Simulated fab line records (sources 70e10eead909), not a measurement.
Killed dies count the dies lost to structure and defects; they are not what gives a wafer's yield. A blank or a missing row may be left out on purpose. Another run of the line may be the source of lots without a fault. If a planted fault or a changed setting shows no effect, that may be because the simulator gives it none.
Problem report in the 8D (eight disciplines) form, filled by code -- flow nand harc -- the parts of the form that need people (team, actions taken, sign-off) are left out

== 1. THE ISSUE ==
killed dies at NHARC_END_SORT_01 reads a mean of 677 on 1 wafer of 1 lot; wafers without a fault read 64 with a standard deviation of 17. Relative to the usual mean, that is a shift of +36 standard deviations.
The first sign was on wafer L182.6 at day 31 00:08, on prober-01. The record has a number at this step for 21 wafers belonging to 7 lots. Rule for "out", or "out of limits": more than 4 standard deviations from the usual mean. All remaining wafers that have a number are taken as sound.

== 2. WHAT IT IS AND WHAT IT IS NOT ==
question,is,is not
which readings at this step,"killed dies, killed at array","killed at other, killed open, killed short"
which lots,L182,"L167, L168, L172, L177, L179, L190"
which wafers of those lots,L182.6,"L182.1, L182.2"
read on which gauges,prober-01,prober-02
when,from day 31 00:08,up to then (17 sound wafers); but 3 sound wafers of L190 came after

== 3. WHAT RULES OUT EACH SUSPECT ==
Counting: if a tool at a process step up to the reading ran every lot that is out, it stays a suspect. Sound lots after the first of them don't rule it out here, since some wafers of a struck lot are sound.
- ruled out: the gauge at NHARC_END_SORT_01. All the wafers that are out were read on prober-01, but those of them that NHARC_A_STAIRCASE_TRIM_233 has rows for are out there too, on other tools.
- rie diel-03 at NHARC_A_STAIRCASE_ETCH_221 (etches the open film in C4F8/O2, target depth 100 nm, time 40.5 s): kept. L182, the lot that is out, went through it at day 22 05:23; up to then, the latest sound lot through it was L179 at day 21 19:31. NHARC_A_STAIRCASE_ETCH_221 gives no start for some lots, so the hours and the order of its lots are those of NHARC_A_STAIRCASE_TRIM_233.
- rie diel-03 at NHARC_A_STAIRCASE_ETCH_223 (etches the open film in C4F8/O2, target depth 100 nm, time 40.5 s): kept. L182, the lot that is out, went through it at day 22 05:23; up to then, the latest sound lot through it was L179 at day 21 19:31. NHARC_A_STAIRCASE_ETCH_223 gives no start for some lots, so the hours and the order of its lots are those of NHARC_A_STAIRCASE_TRIM_233.
- rie diel-03 at NHARC_A_STAIRCASE_TRIM_226 (chemistry O2, time 211.2 s): kept. L182, the lot that is out, went through it at day 22 05:23; up to then, the latest sound lot through it was L179 at day 21 19:31. NHARC_A_STAIRCASE_TRIM_226 gives no start for some lots, so the hours and the order of its lots are those of NHARC_A_STAIRCASE_TRIM_233.
- rie diel-09 at NHARC_A_STAIRCASE_TRIM_233 (chemistry O2, time 211.2 s): kept. L182, the lot that is out, went through it at day 22 05:23; up to then, the latest sound lot through it was L177 at day 20 12:21. Out on those wafers are its own readings of run length s.
- At NHARC_A_STAIRCASE_ETCH_221, inside rie diel-03: chamber 2 took the wafers that are out, while their sound lot-mates went through chambers 0, 1.
- At NHARC_A_STAIRCASE_TRIM_226, inside rie diel-03: chamber 2 took the wafers that are out, while their sound lot-mates went through chambers 0, 1.
- At NHARC_A_STAIRCASE_TRIM_233, inside rie diel-09: chamber 0 took the wafers that are out, while their sound lot-mates went through chambers 2, 3.
Left after counting: rie diel-03 at NHARC_A_STAIRCASE_ETCH_221, rie diel-03 at NHARC_A_STAIRCASE_ETCH_223, rie diel-03 at NHARC_A_STAIRCASE_TRIM_226, rie diel-09 at NHARC_A_STAIRCASE_TRIM_233.

== 4. THE CAUSE (what the simulator had put in) ==
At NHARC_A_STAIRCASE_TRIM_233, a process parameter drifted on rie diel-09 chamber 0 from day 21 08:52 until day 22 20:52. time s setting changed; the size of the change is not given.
Counting left 4 suspects, and this tool is among them.

== 5. SEQUENCE OF EFFECTS, ordered by route ==
Each row: a reading where the mean over the struck wafers with a number is more than 3 standard deviations away from the usual. Only readings for which the record gives a usual standard deviation are gone through. hours: the time from each lot's start at the first step in this table that gives one to its start at this step, as a median over the lots. sigmas: the change in usual standard deviations.
hours,step,reading,usual,on struck wafers,change,sigmas
0,NHARC_A_STAIRCASE_TRIM_233,run length s,232.7 s,152.7,-80.0,-99 or more
211,NHARC_END_SORT_01,killed at array,59,668,+609,+36
211,NHARC_END_SORT_01,killed dies,64,677,+613,+36
Its process steps:
- NHARC_A_STAIRCASE_TRIM_233: chemistry O2, time 211.2 s.

== 6. WHAT WOULD HAVE CAUGHT IT SOONER ==
The first out-of-limits reading at a measuring or inspecting step in this record came at day 31 00:08, 231 hours after the fault's start at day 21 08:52.
At NHARC_A_STAIRCASE_TRIM_233, the tool's own readings (run length s) were out on each struck wafer the step has a row for, so an alarm limit on them would have fired on the first such wafer.
All the lots that are out (1) had begun NHARC_A_STAIRCASE_TRIM_233 on rie diel-09 by day 31 00:08. Tool hold at that time: it would have spared none of them.
